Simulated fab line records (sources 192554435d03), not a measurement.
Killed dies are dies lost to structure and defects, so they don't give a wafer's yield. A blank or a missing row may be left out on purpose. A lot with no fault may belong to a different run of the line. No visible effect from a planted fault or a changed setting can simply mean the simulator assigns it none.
Split-lot study | flow n5_finfet | route with 1938 steps; 7 lots, 21 wafers read

== THE SPLIT ==
At N5_HKMG_FIN_EXPOSE_46 (exposes mask NDIPOLE), the setting dose_mj was moved away from the recipe's 40 on 7 of the 21 wafers read, by -6.6% to +3.3%. The other wafers ran this setting at the recipe's value.

== FROM THE SPLIT TO THE READING: what the file shows between them, 2 steps ==
- N5_HKMG_FIN_PEB_47: peb time 60 s
- N5_HKMG_FIN_DEVELOP_48: develop time 30 s

== THE READING ==
Shown in nm: cd_nm at N5_HKMG_FIN_CD_MEAS_49, with target cd 202 nm. Fault-free wafers of this fab line usually give 201.8 nm, standard deviation 0.72 nm.

wafer  | tool, chamber at the split | dose_mj as run | against the recipe | cd_nm, nm | against lot-mates on the recipe
L075.1 | arfi_scanner-02, 0         | 40             | recipe             | 202.0     | -
L075.4 | arfi_scanner-02, 0         | 41.33          | +3.3%              | 204.7     | +2.7
L075.5 | arfi_scanner-02, 0         | 41.33          | +3.3%              | 204.8     | +2.8
L080.3 | arfi_scanner-01, 0         | 40             | recipe             | 203.0     | -
L080.4 | arfi_scanner-01, 0         | 37.37          | -6.6%              | 198.0     | -4.5
L080.6 | arfi_scanner-01, 0         | 40             | recipe             | 202.0     | -
L083.3 | arfi_scanner-03, 0         | 40             | recipe             | 203.6     | -
L083.5 | arfi_scanner-03, 0         | 40             | recipe             | 203.6     | -
L083.6 | arfi_scanner-03, 0         | 40             | recipe             | 202.6     | -
L084.1 | arfi_scanner-02, 0         | 40             | recipe             | 201.2     | -
L084.2 | arfi_scanner-02, 0         | 40             | recipe             | 201.2     | -
L084.5 | arfi_scanner-02, 0         | 40             | recipe             | 201.3     | -
L085.4 | arfi_scanner-03, 0         | 40.89          | +2.2%              | 204.3     | no lot-mate on the recipe
L085.5 | arfi_scanner-03, 0         | 40.89          | +2.2%              | 202.3     | no lot-mate on the recipe
L085.6 | arfi_scanner-03, 0         | 40.89          | +2.2%              | 202.5     | no lot-mate on the recipe
L090.2 | arfi_scanner-02, 0         | 41.09          | +2.7%              | 203.2     | +1.5
L090.3 | arfi_scanner-02, 0         | 40             | recipe             | 201.5     | -
L090.6 | arfi_scanner-02, 0         | 40             | recipe             | 201.8     | -
L092.1 | arfi_scanner-01, 0         | 40             | recipe             | 201.9     | -
L092.2 | arfi_scanner-01, 0         | 40             | recipe             | 201.0     | -
L092.4 | arfi_scanner-01, 0         | 40             | recipe             | 201.0     | -

FIT RESULTS
A straight line over all 21 wafers: cd_nm changes by +0.627 nm for each +1% of dose_mj; r = +0.83; the points scatter about the line by 0.87 nm.
The same after taking each lot's own level away (the mean of its wafers on the recipe; 18 wafers): +0.715 nm for each +1%; r = +0.97; scatter 0.37 nm.
The reading moves by 4.7 nm for the largest change in dose_mj, on that fit.
Measured against the standard deviation above, the lots' own levels, which go from 201.23 to 203.27 nm, span 2.8 times it.
So the slope is not independent of the lot-to-lot level: the two fits are not the same.
Check: -5.03 nm against its lot-mates is what the line predicts for one of the wafers moved furthest among these (-6.6%) when that wafer is left out of the fit. Against them it came out at -4.5 nm.

== ADDITIONAL SPLITS CARRIED BY THESE WAFERS ==
Other splits were also applied to these wafers ahead of the reading. Each is held against what the fit with the lots' levels taken away leaves over:
other split on the same wafers       | wafers away from the commonest value | r with cd_nm (lot level and that fit taken away)
N5_SD_EPI_N_EPI_21 epi_growth_time_s | 9                                    | +0.17

== THE WHOLE CHAIN: every reading that the file lists as answering this split, in the file's order ==
step                   | what it does                                           | reading                                                                | change (the file's fit)               | r (the file's)
N5_HKMG_FIN_CD_MEAS_49 | target cd 202 nm                                       | cd_nm                                                                  | +0.692 nm for each +1% of the setting | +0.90
N5_HKMG_FIN_ETCH_54    | etches SiARC in CF4, target depth 45.5 nm, time 75.8 s | HKMG_FIN.cd_offset_nm (the simulator's own value, which no gauge read) | +0.652 nm for each +1% of the setting | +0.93

== FILE'S OWN FIT ==
cd_nm changes by +0.692 nm for each +1% of dose_mj, r = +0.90.
